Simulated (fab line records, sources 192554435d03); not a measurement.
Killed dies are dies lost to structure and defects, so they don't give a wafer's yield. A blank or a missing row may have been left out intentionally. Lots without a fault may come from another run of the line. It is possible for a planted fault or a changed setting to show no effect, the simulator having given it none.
fab line records	flow n5_finfet
record lots=6	wafers=18	last_day=14
route steps=1938 shown BEOL_M11@1541
lots untouched by any fault: they come from a run of this same line in which no faults occurred
start_h: hours from the record's opening day to when the first of the lot's shown wafers began	wait_h: hours since the lot's step before	" unchanged from the row above	L1.1+2: several wafers, shown together as one row	- no value, or no start given	* or withheld: withheld	< > ~ a bound
route shown NAME@n: names a module that has steps shown in the file, with the first one's number in the route	usual: mean/standard deviation of fault-free wafers	same: alike in all rows	chamber/n: place in a boat	sites: readings site by site	_std_site: standard deviation of those values	_edge_site: the outer-site mean with the inner-site mean subtracted	radius_mm: for every site, how far away it sits from the centre of the wafer	mask NAME#n: copy n	behind: the most recent tool/chamber to have shaped the wafer	hold: why the lot went on hold/how many hours it stayed there/how the hold came to an end	device: transistor that didn't switch, given as n, p or np	end of line: tests run on the same wafers once the route is complete	a step with no rows: only its recipe	killed: dies that structure and defects cost at the first sort, which is not the same as the wafer's yield	map: a wafer's dies, x killed, . not, _ none there
set.NAME: the setting the step ran with; set.NAME@STEP: the setting that earlier step ran with	model.NAME: the simulator's own value behind a step, which no gauge read
lots at selected steps of the route; one table per step, one row per wafer
services: when a tool's chamber went out of use (start_h, in hours from the record's first day, below 0 if earlier), for how many hours, and the reason
## steps
# step N5_BEOL_M11_COAT_59
# recipe resist=SOC	temp_c=250	time_s=60	spin_rpm=1500	resist_thk_nm=100
# step N5_BEOL_M11_COAT_60
# recipe resist=SiARC	temp_c=220	time_s=60	spin_rpm=1500	resist_thk_nm=30
# step N5_BEOL_M11_COAT_05
# recipe resist=CAR-ArF	spin_rpm=1500	resist_thk_nm=90
# step N5_BEOL_M11_EBR_07
# recipe solvent=PGMEA	ebr_width_mm=1.5
# step N5_BEOL_M11_SOFTBAKE_06
# recipe temp_c=110	time_s=60	resist=CAR-ArF
# step N5_BEOL_M11_EXPOSE_08
# recipe mask_id=M11	na=1.35	source_shape=dipole	sigma_inner=0.411	sigma_outer=0.611	polarization=te	dose_mj=53.75
# step N5_BEOL_M11_PEB_09
# recipe peb_temp_c=withheld	peb_time_s=60	resist=CAR-ArF
# step N5_BEOL_M11_DEVELOP_10
# recipe develop_time_s=30	developer=TMAH	resist=CAR-ArF	rinse_liquid=diw	dry=air_spin	dev_temp_c=23
# step N5_BEOL_M11_CD_MEAS_11
# recipe target_cd_nm=64.1	landing_energy_ev=500	detector=se_inlens	polarity=opening
# usual cd_nm=64.0/0.45
lot.wafer	tool	chamber	start_h	wait_h	cd_nm
L586.1	cd_sem-02	0	242.70	-	64.3
L586.2	"	0	"	"	64.3
L586.5	"	0	"	"	64.4
L587.2	cd_sem-01	0	254.14	-	64.8
L587.4	"	0	"	"	64.0
L587.6	"	0	"	"	63.9
L595.1	cd_sem-02	0	284.27	-	63.5
L595.4	"	0	"	"	64.0
L595.6	"	0	"	"	63.7
L593.4	cd_sem-01	0	291.14	-	64.1
L593.5	"	0	"	"	64.0
L593.6	"	0	"	"	64.1
L598.1	cd_sem-01	0	312.31	-	64.2
L598.2	"	0	"	"	63.8
L598.4	"	0	"	"	64.7
L597.2	cd_sem-03	0	312.47	-	63.3
L597.5	"	0	"	"	64.0
L597.6	"	0	"	"	63.8
# step N5_BEOL_M11_OVL_MEAS_12
# recipe points_per_wafer=44
# usual M11_OVL=0.6/0.94
lot.wafer	tool	chamber	start_h	wait_h	M11_OVL[nm]
L586.1	overlay-02	0	242.73	0.0	-0.6
L586.2	"	0	"	"	0.2
L586.5	"	0	"	"	-0.3
L587.2	overlay-02	0	254.17	0.0	-0.5
L587.4	"	0	"	"	-0.4
L587.6	"	0	"	"	0.4
L595.1	overlay-02	0	284.30	0.0	2.6
L595.4	"	0	"	"	1.1
L595.6	"	0	"	"	2.5
L593.4	overlay-01	0	291.17	0.0	0.9
L593.5	"	0	"	"	0.7
L593.6	"	0	"	"	1.1
L598.1	overlay-01	0	312.34	0.0	0.5
L598.2	"	0	"	"	0.0
L598.4	"	0	"	"	0.5
L597.2	overlay-01	0	312.50	0.0	1.4
L597.5	"	0	"	"	0.4
L597.6	"	0	"	"	1.1
# step N5_BEOL_M11_INSPECT_13
# recipe mode=adi	inspect_instrument=brightfield
# usual raw_defect_count=363/77
lot.wafer	tool	chamber	start_h	wait_h	raw_defect_count
L586.1	defect_inspect-01	-	242.75	0.0	350
L586.2	"	-	"	"	372
L586.5	"	-	"	"	373
L587.2	defect_inspect-01	-	254.20	0.0	400
L587.4	"	-	"	"	390
L587.6	"	-	"	"	336
L595.1	defect_inspect-01	-	284.32	0.0	239
L595.4	"	-	"	"	292
L595.6	"	-	"	"	277
L593.4	defect_inspect-01	-	291.19	0.0	510
L593.5	"	-	"	"	339
L593.6	"	-	"	"	372
L598.1	defect_inspect-01	-	312.36	0.0	353
L598.2	"	-	"	"	388
L598.4	"	-	"	"	412
L597.2	defect_inspect-01	-	312.52	0.0	327
L597.5	"	-	"	"	307
L597.6	"	-	"	"	339
# step N5_BEOL_M11_DESCUM_16
# recipe chemistry=O2	time_s=7.9	source_power_w=50	bias_power_w=20	pressure_mtorr=20	rf_frequency_hz=2.712e+07	temp_c=40	resist=CAR-ArF	o2_flow_sccm=225
# usual drypump_motor_current_A=5.8/0.39	oes_product_au=0.79/0.069	rf_vpp_V=243.1/1.1	showerhead_plenum_p_Torr=2.09/0.053	throttle_valve_pct=20.32/0.16
lot.wafer	tool	chamber	start_h	wait_h	drypump_motor_current_A	oes_product_au	rf_hours_counter_h	rf_vpp_V	showerhead_plenum_p_Torr	throttle_valve_pct
L586.1	rie_diel-01	2	242.79	0.0	5.7	0.83	74	242.7	2.04	20.16
L586.2	"	1	"	"	5.7	0.82	96	243.5	2.12	20.42
L586.5	"	0	"	"	5.6	0.74	-	242.4	2.10	20.47
L587.2	rie_diel-03	1	254.46	0.3	6.2	0.73	174	245.2	2.18	20.42
L587.4	"	1	"	"	6.2	0.73	-	243.8	2.18	20.43
L587.6	"	0	"	"	6.2	0.78	-	242.1	2.01	20.17
L595.1	rie_diel-03	3	285.02	0.7	6.2	0.84	73	242.7	2.13	20.36
L595.4	"	2	"	"	5.5	0.72	167	242.5	2.08	20.37
L595.6	"	3	"	"	6.2	0.84	-	242.3	2.13	20.37
L593.4	rie_diel-03	3	291.22	0.0	6.2	0.84	76	243.7	2.13	20.34
L593.5	"	1	"	"	6.1	0.70	-	243.3	2.17	20.46
L593.6	"	2	"	"	5.5	0.72	-	243.7	2.08	20.37
L598.1	rie_diel-01	1	312.40	0.0	5.7	0.79	119	241.7	2.11	20.48
L598.2	"	2	"	"	5.7	0.79	101	243.0	2.03	20.19
L598.4	"	0	"	"	5.6	0.73	182	241.7	2.09	20.49
L597.2	rie_diel-03	1	312.56	0.0	6.2	0.72	201	244.0	2.17	20.47
L597.5	"	2	"	"	5.5	0.72	-	242.5	2.08	20.38
L597.6	"	1	"	"	6.2	0.71	-	243.8	2.17	20.46
# step N5_BEOL_M11_ETCH_61
# recipe chemistry=CF4	target=SiARC	target_depth_a=390	mask_material=CAR-ArF	time_s=65	ion_energy_ev=80	pressure_mtorr=40	source_w=545	bias_w=36	Ar_flow_sccm=100	cf4_flow_sccm=100	ends=cleared
# usual bias_w=35.98/0.11	cf4_flow_sccm=100.03/0.29	drypump_motor_current_A=5.8/0.39	etch_rf_on_time_s=64.9/1.1	oes_product_au=0.68/0.061	rf_vpp_V=184.0/1.1	showerhead_plenum_p_Torr=2.14/0.049	throttle_valve_pct=15.51/0.15
lot.wafer	tool	chamber	start_h	wait_h	bias_w	cf4_flow_sccm	drypump_motor_current_A	etch_rf_on_time_s	oes_product_au	rf_hours_counter_h	rf_vpp_V	showerhead_plenum_p_Torr	throttle_valve_pct	model.CAR-ArF_of_BEOL_M11_COAT_05.thk_nm
L586.1	rie_diel-01	2	242.82	0.0	35.92	100.43	5.7	64.0	0.71	74	183.9	2.09	15.34	55.6
L586.2	"	1	"	"	36.22	99.82	5.7	65.0	0.70	96	185.1	2.16	15.54	55.4
L586.5	"	0	"	"	35.88	99.87	5.6	64.8	0.64	-	183.0	2.14	15.61	55.2
L587.2	rie_diel-03	1	254.50	0.0	36.00	99.75	6.2	65.8	0.62	174	183.2	2.22	15.63	55.6
L587.4	"	1	"	"	36.07	99.95	6.1	66.0	0.62	-	184.0	2.22	15.62	55.4
L587.6	"	0	"	"	35.96	100.49	6.2	66.2	0.66	-	183.4	2.06	15.43	55.2
L595.1	rie_diel-03	3	285.05	0.0	36.04	100.16	6.3	65.0	0.72	73	184.4	2.16	15.43	55.2
L595.4	"	2	"	"	35.89	99.89	5.5	64.1	0.62	167	184.0	2.14	15.63	55.2
L595.6	"	3	"	"	35.95	100.37	6.3	64.8	0.72	-	185.4	2.16	15.43	55.6
L593.4	rie_diel-03	3	291.26	0.0	36.04	99.88	6.2	65.0	0.72	76	181.7	2.16	15.43	55.4
L593.5	"	1	"	"	35.95	99.49	6.2	66.1	0.60	-	184.7	2.22	15.65	55.8
L593.6	"	2	"	"	35.82	100.21	5.5	63.9	0.63	-	185.8	2.14	15.62	55.6
L598.1	rie_diel-01	1	312.43	0.0	-	-	-	-	-	-	-	-	-	83.4
L598.2	"	2	"	"	-	-	-	-	-	-	-	-	-	83.8
L598.4	"	0	"	"	-	-	-	-	-	-	-	-	-	83.8
L597.2	rie_diel-03	1	312.59	0.0	-	-	-	-	-	-	-	-	-	83.6
L597.5	"	2	"	"	-	-	-	-	-	-	-	-	-	83.6
L597.6	"	1	"	"	-	-	-	-	-	-	-	-	-	83.6
# step N5_BEOL_M11_ETCH_62
# recipe chemistry=N2/H2	target=SOC	target_depth_a=1100	overetch_a=220	mask_material=SiARC	temp_c=40	time_s=165	ion_energy_ev=200	pressure_mtorr=30	source_w=840	bias_w=150	n2_flow_sccm=200	h2_flow_sccm=200
# usual bias_w=150.1/0.47	chamber_pressure_mTorr=30.00/0.03	drypump_motor_current_A=5.8/0.39	oes_product_au=0.67/0.055	rf_vpp_V=523.9/2	showerhead_plenum_p_Torr=2.54/0.066	throttle_valve_pct=17.72/0.19
lot.wafer	tool	chamber	start_h	wait_h	bias_w	chamber_pressure_mTorr	drypump_motor_current_A	oes_product_au	rf_hours_counter_h	rf_vpp_V	showerhead_plenum_p_Torr	throttle_valve_pct
L586.1	rie_diel-01	2	242.87	0.0	150.4	30.00	5.7	0.69	74	521.1	2.46	17.42
L586.2	"	1	"	"	149.3	29.97	5.7	0.70	96	524.1	2.57	17.74
L586.5	"	0	"	"	150.0	30.01	5.6	0.63	-	522.8	2.55	17.90
L587.2	rie_diel-03	1	254.55	0.0	150.0	30.01	6.1	0.62	174	525.8	2.65	17.90
L587.4	"	1	"	"	150.0	30.02	6.1	0.62	-	527.3	2.65	17.91
L587.6	"	0	"	"	150.0	29.97	6.2	0.66	-	521.2	2.44	17.53
L595.1	rie_diel-03	3	285.10	0.0	150.1	30.04	6.2	0.72	73	523.8	2.58	17.67
L595.4	"	2	"	"	149.5	29.99	5.4	0.61	167	521.7	2.54	17.92
L595.6	"	3	"	"	150.9	30.04	6.3	0.71	-	525.3	2.58	17.67
L593.4	rie_diel-03	3	291.31	0.0	149.4	30.01	6.2	0.71	76	523.8	2.58	17.68
L593.5	"	1	"	"	150.1	30.00	6.2	0.61	-	528.5	2.64	17.92
L593.6	"	2	"	"	150.4	30.03	5.5	0.61	-	523.7	2.54	17.93
L598.1	rie_diel-01	1	312.48	0.0	149.4	30.00	5.8	0.30	119	524.1	2.56	17.73
L598.2	"	2	"	"	150.4	30.00	5.7	0.30	101	522.6	2.45	17.42
L598.4	"	0	"	"	149.5	29.99	5.6	0.27	182	523.2	2.54	17.90
L597.2	rie_diel-03	1	312.64	0.0	150.3	30.01	6.1	0.26	201	527.7	2.64	17.89
L597.5	"	2	"	"	150.5	29.99	5.4	0.27	-	522.1	2.53	17.87
L597.6	"	1	"	"	150.1	30.01	6.2	0.27	-	526.7	2.64	17.87
# step N5_BEOL_M11_STRIP_68
# recipe chemistry=N2/H2	temp_c=40	n2_flow_sccm=200	h2_flow_sccm=200	rf_frequency_hz=6e+07
# step N5_BEOL_M11_STRIP_67
# recipe chemistry=CF4	resist=SiARC	power_w=300	bias_power_w=75	pressure_mtorr=50	cf4_flow_sccm=150	rf_frequency_hz=6e+07
# usual drypump_motor_current_A=5.8/0.39	oes_product_au=0.79/0.065	power_w=300.0/0.91	rf_vpp_V=271.0/1.2	showerhead_plenum_p_Torr=1.79/0.039	throttle_valve_pct=13.49/0.15
lot.wafer	tool	chamber	start_h	wait_h	drypump_motor_current_A	oes_product_au	power_w	rf_hours_counter_h	rf_vpp_V	showerhead_plenum_p_Torr	throttle_valve_pct
L586.1	rie_diel-01	2	243.02	0.0	5.7	0.82	298.9	74	269.8	1.75	13.35
L586.2	"	1	"	"	5.8	0.82	301.5	96	270.6	1.81	13.50
L586.5	"	0	"	"	5.6	0.75	301.1	-	270.2	1.79	13.60
L587.2	rie_diel-03	1	254.69	0.0	6.1	0.73	300.9	174	271.5	1.86	13.60
L587.4	"	1	"	"	6.1	0.73	301.5	-	271.8	1.86	13.61
L587.6	"	0	"	"	6.2	0.77	298.4	-	269.9	1.73	13.44
L595.1	rie_diel-03	3	285.25	0.0	6.2	0.84	298.9	73	272.4	1.81	13.40
L595.4	"	2	"	"	5.5	0.73	301.7	167	270.1	1.79	13.62
L595.6	"	3	"	"	6.2	0.84	298.1	-	270.5	1.81	13.41
L593.4	rie_diel-03	3	291.45	0.0	6.2	0.84	300.9	76	270.2	1.81	13.40
L593.5	"	1	"	"	6.1	0.72	300.0	-	271.7	1.86	13.65
L593.6	"	2	"	"	5.5	0.73	299.3	-	270.6	1.79	13.62
L598.1	rie_diel-01	1	312.63	0.0	5.7	0.79	300.4	119	269.8	1.81	13.58
L598.2	"	2	"	"	5.7	0.79	300.6	101	269.7	1.75	13.41
L598.4	"	0	"	"	5.6	0.73	300.5	182	271.2	1.78	13.66
L597.2	rie_diel-03	1	312.79	0.0	6.1	0.71	299.6	201	272.5	1.85	13.68
L597.5	"	2	"	"	5.5	0.72	300.0	-	272.5	1.79	13.63
L597.6	"	1	"	"	6.2	0.71	299.5	-	272.6	1.85	13.67
# step N5_BEOL_M11_HM_OPEN_17
# recipe chemistry=Cl2/BCl3	target_depth_a=200	overetch_a=60	target=TiN	mask_material=SOC	ion_energy_ev=150	pressure_mtorr=10	icp_w=1000	bias_w=126	Cl2_flow_sccm=53.25	bcl3_flow_sccm=21.75	Ar_flow_sccm=25
# usual drypump_motor_current_A=5.99/0.22	oes_product_au=0.68/0.094	throttle_valve_pct=22.22/0.12
lot.wafer	tool	chamber	start_h	wait_h	drypump_motor_current_A	oes_product_au	rf_hours_counter_h	throttle_valve_pct
L586.1	rie_metal-01	1	243.06	0.0	5.70	0.55	102	22.15
L586.2	"	0	"	"	6.43	0.65	43	22.22
L586.5	"	1	"	"	5.72	0.54	-	22.15
L587.2	rie_metal-01	1	254.73	0.0	5.72	0.55	103	22.16
L587.4	"	0	"	"	6.43	0.64	-	22.20
L587.6	"	0	"	"	6.41	0.64	-	22.22
L595.1	rie_metal-03	0	285.30	0.0	5.77	0.82	4	22.35
L595.4	"	0	"	"	5.80	0.80	-	22.38
L595.6	"	1	"	"	6.15	0.69	-	22.02
L593.4	rie_metal-03	0	291.52	0.1	5.74	0.80	-	22.37
L593.5	"	1	"	"	6.21	0.69	-	22.04
L593.6	"	0	"	"	5.78	0.81	-	22.38
L598.1	rie_metal-03	1	312.67	0.0	6.16	0.29	35	22.71
L598.2	"	0	"	"	5.77	0.36	6	23.02
L598.4	"	0	"	"	5.79	0.35	-	23.02
L597.2	rie_metal-03	0	312.83	0.0	5.79	0.35	6	23.02
L597.5	"	0	"	"	5.78	0.35	-	23.02
L597.6	"	1	"	"	6.17	0.29	-	22.69
# step N5_BEOL_M11_STRIP_19
# recipe chemistry=O2	power_w=400	temp_c=40	pressure_mtorr=30	rf_frequency_hz=6e+07	bias_power_w=0	overash_fraction=0.2	o2_flow_sccm=225
# usual drypump_motor_current_A=5.8/0.4	oes_product_au=0.80/0.067	rf_vpp_V=3.6/0.64	showerhead_plenum_p_Torr=2.10/0.05	throttle_valve_pct=16.59/0.21
lot.wafer	tool	chamber	start_h	wait_h	drypump_motor_current_A	oes_product_au	rf_hours_counter_h	rf_vpp_V	showerhead_plenum_p_Torr	throttle_valve_pct
L586.1	rie_diel-03	0	243.17	0.1	6.2	0.76	141	4.0	2.01	16.45
L586.2	"	2	"	"	5.4	0.74	164	4.1	2.09	16.63
L586.5	"	1	"	"	6.2	0.74	-	2.5	2.18	16.69
L587.2	rie_diel-03	0	254.94	0.2	6.2	0.77	145	2.5	2.01	16.44
L587.4	"	1	"	"	6.1	0.72	-	3.7	2.18	16.69
L587.6	"	0	"	"	6.1	0.76	-	3.9	2.01	16.44
L595.1	rie_diel-03	0	285.51	0.2	6.2	0.75	161	4.1	2.01	16.49
L595.4	"	2	"	"	5.4	0.72	167	4.3	2.09	16.61
L595.6	"	3	"	"	6.2	0.85	-	4.1	2.13	16.60
L593.4	rie_diel-01	0	291.63	0.1	5.6	0.73	175	2.9	2.09	16.74
L593.5	"	0	"	"	5.6	0.73	-	2.8	2.09	16.74
L593.6	"	1	"	"	5.7	0.80	-	4.6	2.12	16.68
L598.1	rie_diel-01	3	312.78	0.1	5.1	0.90	42	3.8	2.13	16.36
L598.2	"	1	"	"	5.7	0.81	119	5.0	2.12	16.69
L598.4	"	0	"	"	5.6	0.74	182	3.2	2.09	16.76
L597.2	rie_diel-03	0	312.96	0.1	6.2	0.74	171	3.0	2.00	16.51
L597.5	"	2	"	"	5.5	0.72	-	4.1	2.08	16.68
L597.6	"	1	"	"	6.2	0.71	-	2.8	2.17	16.75
# step N5_BEOL_M11_CD_MEAS_18
# recipe pitch_nm=140	target_cd_nm=70
# usual cd_nm=70.0/0.48
lot.wafer	tool	chamber	start_h	wait_h	cd_nm
L586.1	cd_sem-01	-	243.24	0.0	70.5
L586.2	"	-	"	"	69.9
L586.5	"	-	"	"	70.2
L587.2	cd_sem-01	-	255.01	0.1	70.3
L587.4	"	-	"	"	69.1
L587.6	"	-	"	"	69.8
L595.1	cd_sem-01	-	285.58	0.0	69.1
L595.4	"	-	"	"	69.8
L595.6	"	-	"	"	69.4
L593.4	cd_sem-03	-	291.70	0.1	69.7
L593.5	"	-	"	"	70.0
L593.6	"	-	"	"	69.4
L598.1	cd_sem-02	-	312.85	0.0	-
L598.2	"	-	"	"	-
L598.4	"	-	"	"	-
L597.2	cd_sem-01	-	313.03	0.1	-
L597.5	"	-	"	"	-
L597.6	"	-	"	"	-
# step N5_BEOL_M11_COAT_63
# recipe resist=SOC	temp_c=250	time_s=60	spin_rpm=1500	resist_thk_nm=100
## services
tool	chamber	start_h	hours	kind
rie_diel-01	-	232.90	2.8	pm
rie_diel-03	2	248.66	32.5	repair
rie_diel-03	3	261.12	1.6	repair
## key
first_sign step=N5_BEOL_M11_ETCH_61	reading=tool_record	direction=missing
effect step=N5_BEOL_M11_ETCH_62	reading=oes_product_au	direction=down	sigmas=7.1	usual=0.67	struck=0.28
effect step=N5_BEOL_M11_HM_OPEN_17	reading=oes_product_au	direction=down	sigmas=3.7	usual=0.68	struck=0.33
effect step=N5_BEOL_M11_CD_MEAS_18	reading=cd_nm	direction=missing
model_effect step=N5_BEOL_M11_ETCH_61	value=CAR-ArF_of_BEOL_M11_COAT_05.thk_nm	without=55.8	struck=83.63
met_at N5_BEOL_M11_ETCH_61
struck_wafers L597.2,L597.5,L597.6,L598.1,L598.2,L598.4
later_rows_left_out L597.2,L597.5,L597.6,L598.1,L598.2,L598.4
sort_left_out L597.2,L597.5,L597.6,L598.1,L598.2,L598.4
onset_between 291.26 312.43
fault kind=skipped_step_whole	tool=rie_diel-01,rie_diel-03	chamber=-	onset_h=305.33	steps=N5_BEOL_M11_ETCH_61	scope=struck_lots_only
# sort_left_out: the simulated sort isn't trusted on such a fault, so these wafers' sort isn't shown, and their yield isn't known
# later_rows_left_out: the simulator's readings of these wafers behind a module that went badly wrong aren't trusted and aren't shown, but for the sort
